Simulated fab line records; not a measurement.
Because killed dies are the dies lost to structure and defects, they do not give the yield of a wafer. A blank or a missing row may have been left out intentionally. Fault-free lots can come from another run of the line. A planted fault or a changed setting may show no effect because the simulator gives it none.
fab line records | flow n5Finfet
record lots=10 | wafers=25 | lastDay=18
route steps=1938 shown BEOL_M0_SAQP@650 BEOL_M4@1111 PASSIVATION@1936
lots with no fault: from the same line, run without faults
startH: start of the lot's first displayed wafer, in hours after the record's first day | waitH: how many hours have passed since the lot's step before this one | " the same as in the row above | L1.1+2: one row covering several wafers at once | - no value, or no start given | * or withheld: withheld | < > ~ a bound
route shown NAME@n: a module of which the file shows steps, and the number in the route of the first | usual: mean and standard deviation over wafers with no fault | same: alike in all rows | chamber/n: place in a boat | sites: the reading at each site | _std_site: how widely they spread, as a standard deviation | _edge_site: inner sites' mean taken away from outer sites' mean | radiusMm: how far each site lies from the wafer's centre | mask NAME#n: copy n | behind: the tool/chamber that last shaped the wafer | hold: cause of the lot's hold/its duration in hours/its outcome | device: names the non-switching transistor (n, p or np) | end of line: the route-end tests of the same wafers | for a step that has no rows: nothing shown but its recipe | killed: not the wafer's yield, but the dies lost to structure and defects at the first sort | map: dies across one wafer; x = killed, . = not, _ = none there
set.NAME: the setting that was run; set.NAME@STEP: the one run at that earlier step | model.NAME: the simulator's own value behind a step, which no gauge read
the route's steps for a sample of lots (tables are steps, rows are wafers)
services: when a tool's chamber went out of use (startH, in hours from the record's first day, below 0 if earlier), for how many hours, and the reason
## steps
# step N5_BEOL_M0_SAQP_OVL_MEAS_15
# recipe pointsPerWafer=44
# usual M0_CORE_OVL=0.2/0.74
lot.wafer | tool       | chamber | startH | waitH | M0_CORE_OVL[nm]
L154.2    | overlay-01 | 0       | 123.65 | 0.0   | -0.8
L154.4    | "          | 0       | "      | "     | 0.4
L154.5    | "          | 0       | "      | "     | 0.8
L157.5    | overlay-01 | 0       | 146.52 | 0.0   | -0.3
L157.6    | "          | 0       | "      | "     | -0.1
L159.2    | overlay-01 | 0       | 154.03 | 0.0   | 0.4
L159.3    | "          | 0       | "      | "     | 1.7
L162.4    | overlay-02 | 0       | 171.99 | 0.0   | -0.1
L162.6    | "          | 0       | "      | "     | -0.1
L164.1    | overlay-01 | 0       | 186.98 | 0.0   | 0.7
L164.3    | "          | 0       | "      | "     | 1.3
L166.1    | overlay-02 | 0       | 199.89 | 0.0   | 0.7
L166.2    | "          | 0       | "      | "     | -0.3
L166.3    | "          | 0       | "      | "     | 0.9
L167.1    | overlay-02 | 0       | 205.63 | 0.0   | -0.9
L167.2    | "          | 0       | "      | "     | 0.4
L167.3    | "          | 0       | "      | "     | -1.5
L168.1    | overlay-01 | 0       | 208.86 | 0.0   | -0.3
L168.2    | "          | 0       | "      | "     | 1.0
L168.6    | "          | 0       | "      | "     | 0.0
L170.1    | overlay-02 | 0       | 218.44 | 0.0   | -0.7
L170.5    | "          | 0       | "      | "     | -0.5
L170.6    | "          | 0       | "      | "     | -0.3
L174.1    | overlay-02 | 0       | 246.84 | 0.0   | 0.0
L174.4    | "          | 0       | "      | "     | -0.7
# step N5_BEOL_M0_SAQP_RECESS_114
# recipe chemistry=HF/NH3 | target=SiO2 | targetDepthA=144 | afsCycles=3 | tempC=30 | sublimationTempC=180 | sublimationTimeS=60
# usual drypumpMotorCurrentA=5.6/0.73
# same afsCycles=3
lot.wafer | tool         | chamber | startH | waitH | drypumpMotorCurrentA
L154.2    | vaporEtch-01 | 1       | 124.22 | 0.0   | 6.4
L154.4    | "            | 0       | "      | "     | 5.0
L154.5    | "            | 1       | "      | "     | 6.4
L157.5    | vaporEtch-02 | 1       | 147.75 | 0.3   | 6.3
L157.6    | "            | 0       | "      | "     | 4.8
L159.2    | vaporEtch-02 | 1       | 154.62 | 0.0   | 6.3
L159.3    | "            | 0       | "      | "     | 4.9
L162.4    | vaporEtch-01 | 1       | 172.67 | 0.1   | 6.4
L162.6    | "            | 1       | "      | "     | 6.5
L164.1    | vaporEtch-02 | 1       | 187.54 | 0.0   | 6.3
L164.3    | "            | 1       | "      | "     | 6.3
L166.1    | vaporEtch-02 | 1       | 200.45 | 0.0   | 6.3
L166.2    | "            | 0       | "      | "     | 4.9
L166.3    | "            | 1       | "      | "     | 6.4
L167.1    | vaporEtch-02 | 1       | 206.47 | 0.0   | 6.3
L167.2    | "            | 0       | "      | "     | 4.8
L167.3    | "            | 0       | "      | "     | 4.9
L168.1    | vaporEtch-01 | 1       | 209.43 | 0.0   | 6.5
L168.2    | "            | 0       | "      | "     | 5.0
L168.6    | "            | 0       | "      | "     | 5.0
L170.1    | vaporEtch-02 | 0       | 219.24 | 0.0   | 4.8
L170.5    | "            | 0       | "      | "     | 4.8
L170.6    | "            | 1       | "      | "     | 6.3
L174.1    | vaporEtch-01 | 0       | 247.41 | 0.0   | 5.0
L174.4    | "            | 0       | "      | "     | 5.0
# step N5_BEOL_M0_SAQP_SPACER1_ALD_98
# recipe material=SiO2 | targetThkA=128 | tempC=300 | aldPrecursorFamily=BDEAS | aldCoReactant=O2-plasma | pulseTimeS=1 | purgeTimeS=2 | coReactantPurgeTimeS=2 | aldCycles=138 | pressureTorr=2
# usual aldCycles=138/0 | heaterPowerW=481/55 | precursorPulseHeightRel=1.001/0.02
lot.wafer | tool      | chamber | startH | waitH | aldCycles | heaterPowerW | precursorPulseHeightRel
L154.2    | aldSin-01 | 1       | 124.60 | 0.3   | 138       | 507          | 0.986
L154.4    | "         | 2       | "      | "     | 138       | 597          | 1.001
L154.5    | "         | 1       | "      | "     | 138       | 511          | 0.970
L157.5    | aldSin-01 | 3       | 148.48 | 0.6   | 138       | 461          | 0.988
L157.6    | "         | 2       | "      | "     | 138       | 609          | 1.017
L159.2    | aldSin-02 | 3       | 155.00 | 0.3   | 138       | 467          | 1.007
L159.3    | "         | 0       | "      | "     | 138       | 383          | 0.996
L162.4    | aldSin-04 | 2       | 172.93 | 0.1   | 138       | 520          | 0.997
L162.6    | "         | 1       | "      | "     | 138       | 437          | 0.999
L164.1    | aldSin-04 | 3       | 187.93 | 0.3   | 138       | 419          | 1.008
L164.3    | "         | 1       | "      | "     | 138       | 437          | 0.981
L166.1    | aldSin-04 | 2       | 200.83 | 0.3   | 138       | 507          | 0.959
L166.2    | "         | 0       | "      | "     | 138       | 506          | 1.005
L166.3    | "         | 3       | "      | "     | 138       | 431          | 1.010
L167.1    | aldSin-04 | 1       | 206.86 | 0.3   | 138       | 441          | 1.035
L167.2    | "         | 3       | "      | "     | 138       | 427          | 0.988
L167.3    | "         | 0       | "      | "     | 138       | 508          | 1.013
L168.1    | aldSin-04 | 0       | 209.81 | 0.3   | 201       | 499          | 1.020
L168.2    | "         | 1       | "      | "     | 201       | 454          | 1.012
L168.6    | "         | 0       | "      | "     | 201       | 512          | 0.999
L170.1    | aldSin-04 | 3       | 219.65 | 0.3   | 201       | 436          | 0.991
L170.5    | "         | 3       | "      | "     | 201       | 429          | 1.007
L170.6    | "         | 0       | "      | "     | 201       | 510          | 0.998
L174.1    | aldSin-01 | 2       | 247.79 | 0.3   | 138       | 607          | 0.963
L174.4    | "         | 1       | "      | "     | 138       | 509          | 0.987
# step N5_BEOL_M0_SAQP_CD_MEAS_25
# recipe targetCdNm=13.1 | landingEnergyEv=1000 | detector=seInlens
# usual cdNm=12.81/0.24
# same landingEnergyEv=1000
lot.wafer | tool     | chamber | startH | waitH | cdNm
L154.2    | cdSem-01 | 0       | 125.27 | 0.1   | 12.93
L154.4    | "        | 0       | "      | "     | 12.48
L154.5    | "        | 0       | "      | "     | 12.75
L157.5    | cdSem-01 | 0       | 148.94 | 0.0   | 12.50
L157.6    | "        | 0       | "      | "     | 12.92
L159.2    | cdSem-03 | 0       | 155.73 | 0.1   | 13.00
L159.3    | "        | 0       | "      | "     | 12.59
L162.4    | cdSem-02 | 0       | 173.61 | 0.1   | 13.07
L162.6    | "        | 0       | "      | "     | 12.74
L164.1    | cdSem-03 | 0       | 188.60 | 0.1   | 12.77
L164.3    | "        | 0       | "      | "     | 12.97
L166.1    | cdSem-03 | 0       | 201.67 | 0.1   | 12.66
L166.2    | "        | 0       | "      | "     | 13.12
L166.3    | "        | 0       | "      | "     | 12.99
L167.1    | cdSem-01 | 0       | 207.93 | 0.1   | 12.87
L167.2    | "        | 0       | "      | "     | 12.69
L167.3    | "        | 0       | "      | "     | 13.01
L168.1    | cdSem-01 | 0       | 210.48 | 0.1   | 18.88
L168.2    | "        | 0       | "      | "     | 18.84
L168.6    | "        | 0       | "      | "     | 18.95
L170.1    | cdSem-03 | 0       | 220.32 | 0.1   | 18.93
L170.5    | "        | 0       | "      | "     | 18.38
L170.6    | "        | 0       | "      | "     | 18.77
L174.1    | cdSem-03 | 0       | 248.46 | 0.1   | 12.59
L174.4    | "        | 0       | "      | "     | 12.76
# step N5_BEOL_M0_SAQP_ETCH_101
# recipe chemistry=CH3F/O2 | target=SiNx | maskMaterial=SiO2 | targetDepthA=299 | timeS=42.7 | pressureMtorr=30 | sourceW=395 | biasW=73 | Ar_flow_sccm=150 | CH3F_flow_sccm=30 | O2_flow_sccm=20 | ionEnergyEv=120
# usual drypumpMotorCurrentA=5.61/0.28 | mfcArSccm=150.0/0.41 | oesProductAu=0.76/0.07 | rfVppV=298/4.5 | showerheadPlenumPTorr=2.02/0.047 | throttleValvePct=16.37/0.19
lot.wafer | tool       | chamber | startH | waitH | drypumpMotorCurrentA | mfcArSccm | oesProductAu | rfHoursCounterH | rfVppV | showerheadPlenumPTorr | throttleValvePct
L154.2    | rieDiel-05 | 0       | 125.31 | 0.0   | 6.02                 | 150.3     | 0.77         | 151             | 300    | 2.10                  | 16.29
L154.4    | "          | 1       | "      | "     | 5.27                 | 150.1     | 0.84         | 71              | 305    | 2.01                  | 15.99
L154.5    | "          | 1       | "      | "     | 5.25                 | 150.4     | 0.84         | -               | 303    | 2.01                  | 16.01
L157.5    | rieDiel-06 | 2       | 149.24 | 0.3   | 5.56                 | 150.6     | 0.72         | -               | 291    | 1.99                  | 16.53
L157.6    | "          | 3       | "      | "     | 5.29                 | 149.1     | 0.85         | -               | 293    | 1.95                  | 16.25
L159.2    | rieDiel-06 | 3       | 155.88 | 0.1   | 5.34                 | 150.3     | 0.85         | 66              | 293    | 1.95                  | 16.29
L159.3    | "          | 3       | "      | "     | 5.33                 | 150.5     | 0.85         | -               | 292    | 1.95                  | 16.27
L162.4    | rieDiel-06 | 3       | 173.65 | 0.0   | 5.31                 | 149.9     | 0.84         | 72              | 293    | 1.94                  | 16.29
L162.6    | "          | 3       | "      | "     | 5.28                 | 150.0     | 0.84         | -               | 292    | 1.94                  | 16.29
L164.1    | rieDiel-06 | 3       | 188.72 | 0.1   | 5.32                 | 150.1     | 0.84         | 78              | 293    | 1.94                  | 16.30
L164.3    | "          | 2       | "      | "     | 5.57                 | 149.8     | 0.71         | 193             | 290    | 1.99                  | 16.53
L166.1    | rieDiel-06 | 3       | 201.78 | 0.1   | 5.33                 | 150.0     | 0.84         | 84              | 293    | 1.94                  | 16.31
L166.2    | "          | 2       | "      | "     | 5.54                 | 149.8     | 0.70         | 196             | 290    | 1.99                  | 16.56
L166.3    | "          | 0       | "      | "     | 5.81                 | 149.4     | 0.72         | 183             | 294    | 2.07                  | 16.44
L167.1    | rieDiel-05 | 2       | 208.19 | 0.3   | 5.55                 | 150.3     | 0.84         | 61              | 303    | 2.03                  | 16.32
L167.2    | "          | 1       | "      | "     | 5.27                 | 149.9     | 0.81         | 95              | 304    | 2.00                  | 16.04
L167.3    | "          | 3       | "      | "     | 5.56                 | 149.5     | 0.69         | 225             | 295    | 1.97                  | 16.64
L168.1    | rieDiel-01 | 2       | 210.52 | 0.0   | 5.26                 | 150.8     | 0.67         | 241             | 298    | 1.98                  | 16.40
L168.2    | "          | 3       | "      | "     | 5.76                 | 149.7     | 0.74         | 207             | 303    | 2.06                  | 16.17
L168.6    | "          | 1       | "      | "     | 5.94                 | 149.4     | 0.69         | -               | 300    | 2.04                  | 16.73
L170.1    | rieDiel-01 | 0       | 220.36 | 0.0   | 6.10                 | 149.7     | 0.86         | 28              | 293    | 2.03                  | 16.21
L170.5    | "          | 3       | "      | "     | 5.74                 | 149.6     | 0.73         | -               | 302    | 2.06                  | 16.18
L170.6    | "          | 2       | "      | "     | 5.27                 | 150.3     | 0.67         | -               | 297    | 1.98                  | 16.42
L174.1    | rieDiel-05 | 0       | 248.50 | 0.0   | 6.06                 | 150.3     | 0.73         | 186             | 300    | 2.09                  | 16.36
L174.4    | "          | 3       | "      | "     | 5.54                 | 150.6     | 0.69         | 236             | 296    | 1.97                  | 16.66
# step N5_BEOL_M4_RC_MEAS_101
# usual DIBL_N=35.8/1.5 | DIBL_P=35.9/1.8 | IOFF_N=0.152/0.025 | IOFF_P=0.21/0.031 | ION_N=672/11 | ION_P=462/7.4 | SS_N=71.5/0.52 | SS_P=73.2/0.54 | VT_N=250/3 | VT_P=-250/3.3
lot.wafer | tool      | chamber | startH | waitH | DIBL_N[mV/V] | DIBL_P[mV/V] | IOFF_N[nA/um] | IOFF_P[nA/um] | ION_N[uA/um] | ION_P[uA/um] | SS_N[mV/dec] | SS_P[mV/dec] | VT_N[mV] | VT_P[mV]
L154.2    | prober-01 | 0       | 178.69 | 0.2   | 34.4         | 31.2         | 0.096         | 0.13          | 655          | 449          | 70.5         | 72.3         | 261      | -260
L154.4    | "         | 0       | "      | "     | 37.0         | 34.5         | 0.137         | 0.18          | 672          | 458          | 71.1         | 73.2         | 253      | -254
L154.5    | "         | 0       | "      | "     | 36.8         | 34.3         | 0.137         | 0.18          | 669          | 458          | 71.2         | 73.1         | 251      | -255
L159.2    | prober-02 | 0       | 215.76 | 0.2   | 34.6         | 34.5         | 0.115         | 0.15          | 652          | 449          | 71.6         | 72.3         | 256      | -255
L159.3    | "         | 0       | "      | "     | 36.3         | 36.1         | 0.146         | 0.18          | 669          | 463          | 71.1         | 72.7         | 252      | -253
L157.5    | prober-02 | 0       | 219.01 | 0.6   | 36.8         | 38.6         | 0.155         | 0.19          | 678          | 459          | 71.0         | 73.4         | 252      | -252
L157.6    | "         | 0       | "      | "     | 37.5         | 38.5         | 0.170         | 0.20          | 676          | 463          | 70.9         | 73.9         | 251      | -254
L162.4    | prober-02 | 0       | 240.38 | 0.5   | 36.5         | 35.2         | 0.167         | 0.21          | 681          | 466          | 72.1         | 72.9         | 251      | -246
L162.6    | "         | 0       | "      | "     | 35.9         | 34.6         | 0.151         | 0.20          | 670          | 462          | 70.9         | 73.4         | 250      | -248
L164.1    | prober-02 | 0       | 244.23 | 0.0   | 34.0         | 33.2         | 0.117         | 0.17          | 659          | 461          | 71.1         | 73.0         | 251      | -252
L164.3    | "         | 0       | "      | "     | 33.8         | 33.3         | 0.122         | 0.18          | 655          | 455          | 70.5         | 72.8         | 252      | -252
L166.1    | prober-02 | 0       | 261.63 | 0.0   | 35.2         | 36.2         | 0.142         | 0.20          | 675          | 461          | 71.5         | 73.4         | 250      | -252
L166.2    | "         | 0       | "      | "     | 38.9         | 40.1         | 0.205         | 0.27          | 687          | 475          | 72.3         | 74.0         | 245      | -247
L166.3    | "         | 0       | "      | "     | 35.4         | 35.7         | 0.134         | 0.20          | 658          | 456          | 71.5         | 72.7         | 250      | -251
L167.1    | prober-01 | 0       | 263.71 | 0.0   | 37.7         | 38.6         | 0.218         | 0.29          | 700          | 484          | 72.0         | 74.3         | 244      | -243
L167.2    | "         | 0       | "      | "     | 36.0         | 35.8         | 0.172         | 0.23          | 676          | 465          | 71.6         | 72.8         | 245      | -248
L167.3    | "         | 0       | "      | "     | 36.5         | 38.0         | 0.196         | 0.28          | 706          | 489          | 72.4         | 73.7         | 245      | -243
L174.1    | prober-02 | 0       | 321.00 | 0.0   | 35.6         | 35.7         | 0.151         | 0.21          | 666          | 465          | 71.9         | 73.4         | 251      | -251
L174.4    | "         | 0       | "      | "     | 35.0         | 34.9         | 0.137         | 0.19          | 675          | 472          | 71.3         | 72.8         | 256      | -253
# step N5_PASSIVATION_PROBE_49
# usual defectLimitedYield=91.7/1.7 | killed_at_M0_to_M3=34/10 | killed_at_M4_up=13/5.1 | killedAtContacts=12/6.2 | killedAtFrontEnd=36/12 | killedAtOther=3.2/2.6 | killedDies=98/20 | killedOnRim=13/4.5 | killedOpen=65/13 | killedShort=32/8.4 | sort_bin_5_function=4.8/1.1 | sort_bin_6_memory=3.2/0.74 | sortNPass=1082/20 | sortYieldPct=91.7/1.7
# same grossDies=1180 | killedAtBackSide=0 | sort_bin_4_leakage[%]=0 | sort_bin_8_speed[%]=0
lot.wafer | tool      | chamber | startH | waitH | defectLimitedYield[%] | killed_at_M0_to_M3 | killed_at_M4_up | killedAtContacts | killedAtFrontEnd | killedAtOther | killedDies | killedOnRim | killedOpen | killedShort | sort_bin_5_function[%] | sort_bin_6_memory[%] | sortNPass | sortYieldPct[%]
L164.1    | prober-01 | -       | 350.89 | 0.0   | 93.4                  | 29                 | 11              | 14               | 23               | 1             | 78         | 10          | 54         | 22          | 4.0                    | 2.5                  | 1102      | 93.4
L164.3    | prober-01 | -       | 350.99 | 0.1   | 93.5                  | 28                 | 7               | 7                | 33               | 2             | 77         | 8           | 54         | 22          | 3.9                    | 2.5                  | 1103      | 93.5
L167.1    | prober-02 | -       | 368.40 | 0.0   | 91.5                  | 40                 | 14              | 7                | 39               | 0             | 100        | 14          | 67         | 32          | 4.6                    | 3.5                  | 1080      | 91.5
L167.2    | prober-02 | -       | 368.45 | 0.1   | 90.9                  | 43                 | 17              | 8                | 39               | 0             | 107        | 13          | 65         | 40          | 4.7                    | 3.9                  | 1073      | 90.9
L167.3    | prober-02 | -       | 368.50 | 0.1   | 88.5                  | 62                 | 10              | 19               | 41               | 4             | 136        | 18          | 92         | 44          | 7.3                    | 3.8                  | 1044      | 88.5
L168.1    | prober-01 | -       | 376.49 | 0.0   | 0                     | 1132               | 10              | 6                | 31               | 1             | 1180       | 152         | 42         | 29          | 97.6                   | 2.0                  | 0         | 0
L168.2    | prober-01 | -       | 376.54 | 0.1   | 0                     | 1117               | 13              | 12               | 33               | 5             | 1180       | 152         | 67         | 23          | 96.9                   | 2.9                  | 0         | 0
L168.6    | prober-01 | -       | 376.74 | 0.3   | 0                     | 1109               | 10              | 14               | 40               | 7             | 1180       | 152         | 66         | 35          | 95.6                   | 4.2                  | 0         | 0
L170.1    | prober-02 | -       | 381.90 | 0.0   | 0                     | 1126               | 15              | 7                | 32               | 0             | 1180       | 152         | 63         | 24          | 97.2                   | 2.8                  | 0         | 0
L170.5    | prober-02 | -       | 382.10 | 0.2   | 0                     | 1117               | 16              | 6                | 40               | 1             | 1180       | 152         | 57         | 31          | 97.0                   | 2.6                  | 0         | 0
L170.6    | prober-02 | -       | 382.15 | 0.3   | 0                     | 1097               | 16              | 13               | 54               | 0             | 1180       | 152         | 71         | 40          | 96.3                   | 2.9                  | 0         | 0
# killed by level:class
L164.1 MOL_CONTACT_COAG:geometricParticle:open=14 FIN_SAQP:geometricParticle:short=5 BEOL_M1:geometricParticle:open=5 BEOL_M2:geometricParticle:open=5 STARTING-WAFER:geometricParticle:short=4 BEOL_M0_SAQP:geometricParticle:open=4 BEOL_M0_SAQP:geometricParticle:short=4 BEOL_M3:geometricParticle:open=4
L164.3 FIN_SAQP:geometricParticle:open=10 MOL_CONTACT_COAG:geometricParticle:open=7 BEOL_M2:geometricParticle:open=7 FIN_SAQP:geometricParticle:short=5 STI_FIN_REVEAL:geometricParticle:open=4 BEOL_M0_SAQP:geometricParticle:open=4 BEOL_M0_SAQP:geometricParticle:short=4 BEOL_M1:geometricParticle:open=4
L167.1 BEOL_M0_SAQP:geometricParticle:open=18 FIN_SAQP:geometricParticle:open=10 BEOL_M3:geometricParticle:open=9 MOL_CONTACT_COAG:geometricParticle:open=7 BEOL_M4:geometricParticle:open=6 FIN_SAQP:geometricParticle:short=5 STI_FIN_REVEAL:geometricParticle:open=5 DUMMY_GATE:geometricParticle:short=5
L167.2 STI_FIN_REVEAL:geometricParticle:open=16 BEOL_M0_SAQP:geometricParticle:short=12 BEOL_M4:geometricParticle:open=11 FIN_SAQP:geometricParticle:short=10 BEOL_M0_SAQP:geometricParticle:open=8 BEOL_M1:geometricParticle:open=7 MOL_CONTACT_COAG:geometricParticle:open=6 BEOL_M3:geometricParticle:open=6
L167.3 BEOL_M0_SAQP:geometricParticle:open=17 BEOL_M0_SAQP:geometricParticle:short=15 MOL_CONTACT_COAG:geometricParticle:open=15 BEOL_M3:geometricParticle:open=14 STI_FIN_REVEAL:geometricParticle:open=13 FIN_SAQP:geometricParticle:open=7 FIN_SAQP:geometricParticle:short=6 GATE_CUT:geometricParticle:short=6
L168.1 BEOL_M0_SAQP:areaAld=1109 FIN_SAQP:geometricParticle:short=7 GATE_CUT:geometricParticle:short=6 STI_FIN_REVEAL:geometricParticle:open=5 BEOL_M3:geometricParticle:open=5 MOL_CONTACT_COAG:geometricParticle:open=5 BEOL_M0_SAQP:geometricParticle:short=5 GATE_CUT:geometricParticle:open=4
L168.2 BEOL_M0_SAQP:areaAld=1088 BEOL_M3:geometricParticle:open=14 MOL_CONTACT_COAG:geometricParticle:open=10 STI_FIN_REVEAL:geometricParticle:open=9 FIN_SAQP:geometricParticle:short=6 FIN_SAQP:geometricParticle:open=5 GATE_CUT:geometricParticle:open=4 BEOL_M1:geometricParticle:open=4
L168.6 BEOL_M0_SAQP:areaAld=1078 BEOL_M2:geometricParticle:open=11 MOL_CONTACT_COAG:geometricParticle:open=10 STI_FIN_REVEAL:geometricParticle:open=9 GATE_CUT:geometricParticle:short=8 FIN_SAQP:geometricParticle:open=7 BEOL_M3:geometricParticle:open=6 BEOL_M1:geometricParticle:open=5
L170.1 BEOL_M0_SAQP:areaAld=1093 BEOL_M2:geometricParticle:open=11 MOL_CONTACT_COAG:geometricParticle:open=7 BEOL_M0_SAQP:geometricParticle:open=7 BEOL_M1:geometricParticle:open=7 BEOL_M4:geometricParticle:open=7 FIN_SAQP:geometricParticle:open=5 FIN_SAQP:geometricParticle:short=4
L170.5 BEOL_M0_SAQP:areaAld=1091 DUMMY_GATE:geometricParticle:open=7 FIN_SAQP:geometricParticle:short=6 BEOL_M0_SAQP:geometricParticle:open=6 BEOL_M2:geometricParticle:open=6 STI_FIN_REVEAL:geometricParticle:open=5 BEOL_M4:geometricParticle:open=5 STARTING-WAFER:geometricParticle:short=5
L170.6 BEOL_M0_SAQP:areaAld=1069 FIN_SAQP:geometricParticle:open=15 STI_FIN_REVEAL:geometricParticle:open=9 MOL_CONTACT_COAG:geometricParticle:open=9 BEOL_M1:geometricParticle:open=8 FIN_SAQP:geometricParticle:short=7 BEOL_M4:geometricParticle:open=6 BEOL_M3:geometricParticle:open=5
## services
tool         | chamber | startH | hours | kind
vaporEtch-01 | 0       | 111.36 | 10.3  | repair
rieDiel-01   | 0       | 126.57 | -     | clean
rieDiel-01   | 0       | 126.57 | -     | consumableReplace:focusRing
rieDiel-01   | 0       | 126.57 | 18.5  | scheduledDown
rieDiel-01   | 0       | 126.57 | 18.5  | ventCycle
rieDiel-06   | 1       | 130.63 | 9.8   | repair
rieDiel-06   | 1       | 140.64 | -     | clean
rieDiel-06   | 1       | 140.64 | -     | consumableReplace:focusRing
rieDiel-06   | 1       | 140.64 | 25.2  | scheduledDown
rieDiel-06   | 1       | 140.64 | 25.2  | ventCycle
aldSin-01    | 3       | 141.04 | 5.9   | repair
rieDiel-06   | 2       | 149.71 | 12.8  | repair
rieDiel-01   | 3       | 157.99 | 1.5   | repair
rieDiel-06   | 1       | 177.25 | 22.2  | repair
rieDiel-06   | 2       | 194.15 | 4.6   | repair
aldSin-02    | 2       | 202.57 | 4.8   | repair
aldSin-04    | 2       | 218.00 | 5.9   | repair
aldSin-02    | 2       | 219.17 | 9.0   | repair
rieDiel-01   | 1       | 239.29 | -     | clean
rieDiel-01   | 1       | 239.29 | -     | consumableReplace:focusRing
rieDiel-01   | 1       | 239.29 | 17.8  | scheduledDown
rieDiel-01   | 1       | 239.29 | 17.8  | ventCycle
## key
firstSign step=N5_BEOL_M0_SAQP_SPACER1_ALD_98 | reading=aldCycles | direction=up | sigmas=99+ | usual=* | struck=*
effect step=N5_BEOL_M0_SAQP_CD_MEAS_25 | reading=cdNm | direction=up | sigmas=25 | usual=12.81 | struck=18.79
effect step=N5_PASSIVATION_PROBE_49 | reading=killed_at_M0_to_M3 | direction=up | sigmas=99+ | usual=34 | struck=1116
moreKillsBornAt N5_BEOL_M0_SAQP_SPACER1_ALD_98@aldSin-04=6528
metAt N5_BEOL_M0_SAQP_SPACER1_ALD_98
struckLots L168,L170
laterRowsLeftOut L168.1,L168.2,L168.6,L170.1,L170.5,L170.6
notActingAt N5_BEOL_M0_SAQP_OVL_MEAS_15,N5_BEOL_M0_SAQP_RECESS_114,N5_BEOL_M0_SAQP_ETCH_101
onsetBetween 206.86 209.81
fault kind=processParameterDrift | tool=aldSin-04 | chamber=- | onsetH=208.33 | steps=N5_BEOL_M0_SAQP_SPACER1_ALD_98 | channel=aldCycles | offset=* | shape=step | endH=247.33 | actsIn=* | stated=*
# laterRowsLeftOut: the simulator's readings of these wafers behind a module that went badly wrong aren't trusted and aren't shown, but for the sort
